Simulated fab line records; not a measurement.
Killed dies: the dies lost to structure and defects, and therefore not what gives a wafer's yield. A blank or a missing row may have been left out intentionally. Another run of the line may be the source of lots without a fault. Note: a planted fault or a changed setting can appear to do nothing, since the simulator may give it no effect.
Chamber matching -- flow n5_finfet -- N5_BEOL_M9_CURE_71 on uv_cure-02: 3 sister chambers
The step cures SiCOH lowk, time 240 s. 6 wafers are shown with their chamber, then 9 later ones without.

== WAFERS WITH THEIR CHAMBER ==
wafer,chamber,wafer_temp_C_max,lamp_power_pct (%)
L077.5,1,386.7,52.37
L077.6,1,386.5,52.33
L083.3,0,387.0,52.34
L083.5,0,387.1,52.38
L085.4,2,387.4,52.29
L085.6,2,387.3,52.28

== WAFERS WITHOUT THEIR CHAMBER ==
wafer,wafer_temp_C_max,lamp_power_pct (%)
L088.1,387.3,52.44
L088.3,386.8,52.36
L088.6,386.7,52.33
L087.1,387.6,52.30
L087.2,387.0,52.34
L087.5,386.6,52.33
L096.1,388.3,52.44
L096.2,387.8,52.22
L096.4,387.2,52.40

== WHICH CHAMBER EACH WENT THROUGH ==
wafer,from the rows above,in truth
L088.1,0,0
L088.3,can't be placed: 1 or 0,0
L088.6,1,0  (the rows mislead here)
L087.1,2,2
L087.2,0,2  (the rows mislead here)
L087.5,1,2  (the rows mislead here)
L096.1,can't be placed: 2 or 0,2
L096.2,2,2
L096.4,0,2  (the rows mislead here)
3 of 9 placed correctly. Can't be placed from these rows: 2 (the true chamber is among the candidates in 2). Wrongly placed: 4.
How it was worked out, from the rows above alone: a wafer's distance from a chamber is the root of the sum, over the readings, of the square of ((its reading less the chamber's mean) divided by the reading's scatter). The wafer belongs to the nearest chamber; if the next one is less than 2 further off, it can't be placed. The mean given for a chamber averages the wafers shown for that chamber. How the scatter is found: for the shown wafers, subtract from each reading the mean of its chamber, square and add these, divide the total by (wafers less chambers), then take the root.
